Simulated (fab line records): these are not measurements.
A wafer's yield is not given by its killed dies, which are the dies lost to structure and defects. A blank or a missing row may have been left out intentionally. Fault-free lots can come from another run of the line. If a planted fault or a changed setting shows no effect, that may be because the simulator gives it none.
Matching of chambers | flow n5 finfet | rie si-03 running N5_BEOL_M0_SAQP_MANDREL1_REMOVE_100: 4 sister chambers
The step chemistry HBr/Cl2/O2, target a-Si, stops on SiNx, bt time 10 s. 20 wafers are shown with their chamber, then 10 later ones without.

## WAFERS PAIRED WITH THEIR CHAMBERS
wafer  | chamber | throttle valve pct (%) | drypump motor current A (A) | oes product au (a.u.)
L075.2 | 0       | 36.92                  | 5.8                         | 1.003
L075.4 | 1       | 37.16                  | 5.5                         | 1.012
L075.6 | 0       | 36.91                  | 5.8                         | 1.004
L077.1 | 1       | 37.14                  | 5.5                         | 1.004
L077.3 | 0       | 36.90                  | 5.8                         | 1.002
L077.6 | 0       | 36.91                  | 5.8                         | 1.007
L079.3 | 0       | 36.91                  | 5.8                         | 1.006
L079.4 | 2       | 36.93                  | 5.8                         | 0.984
L079.6 | 0       | 36.90                  | 5.8                         | 0.998
L084.1 | 2       | 36.95                  | 5.9                         | 0.986
L084.2 | 1       | 37.16                  | 5.5                         | 1.010
L084.6 | 3       | 36.62                  | 6.2                         | 1.009
L085.2 | 3       | 36.63                  | 6.2                         | 1.009
L085.3 | 1       | 37.15                  | 5.5                         | 1.006
L085.6 | 0       | 36.91                  | 5.8                         | 0.999
L087.1 | 3       | 36.62                  | 6.2                         | 1.009
L087.3 | 2       | 36.94                  | 5.8                         | 0.986
L087.6 | 1       | 37.15                  | 5.5                         | 1.017
L089.2 | 2       | 36.94                  | 5.9                         | 0.980
L089.3 | 3       | 36.61                  | 6.2                         | 0.992

SIGNATURES (averages over the wafers above)
reading                 | chamber 0 | chamber 1 | chamber 2 | chamber 3 | scatter within a chamber
throttle valve pct      | 36.9086   | 37.1520   | 36.9400   | 36.6200   | 0.00777
drypump motor current A | 5.800     | 5.500     | 5.850     | 6.200     | 0.025
oes product au          | 1.00271   | 1.00980   | 0.98400   | 1.00475   | 0.00508
Rule: a wafer's distance from a chamber is the root of the sum, over the readings, of the square of ((its reading less the chamber's mean) divided by the reading's scatter). The wafer belongs to the nearest chamber; if the next one is less than 2 further off, it can't be placed. How the scatter is found: for the shown wafers, subtract from each reading the mean of its chamber, square and add these, divide the total by (wafers less chambers), then take the root.

## WAFERS WHOSE CHAMBER IS MISSING
wafer  | throttle valve pct (%) | drypump motor current A (A) | oes product au (a.u.)
L089.4 | 37.14                  | 5.5                         | 0.999
L091.3 | 36.60                  | 6.2                         | 1.000
L091.5 | 36.92                  | 5.9                         | 0.993
L091.6 | 36.61                  | 6.2                         | 1.005
L093.1 | 36.93                  | 5.9                         | 0.992
L093.2 | 37.14                  | 5.6                         | 1.015
L093.4 | 36.60                  | 6.2                         | 1.001
L094.1 | 36.91                  | 5.8                         | 0.998
L094.2 | 36.63                  | 6.2                         | 0.994
L094.5 | 36.90                  | 5.8                         | 0.993

## WHICH CHAMBER EACH WENT THROUGH
wafer  | from the rows above     | in truth
L089.4 | 1                       | 1
L091.3 | 3                       | 3
L091.5 | can't be placed: 2 or 0 | 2
L091.6 | 3                       | 3
L093.1 | 2                       | 2
L093.2 | 1                       | 1
L093.4 | 3                       | 3
L094.1 | 0                       | 0
L094.2 | 3                       | 3
L094.5 | 0                       | 0
Placed correctly: 9 of 10. Cannot be placed on the basis of these rows: 1; the candidates contain the true chamber in 1. Placed wrongly: 0.
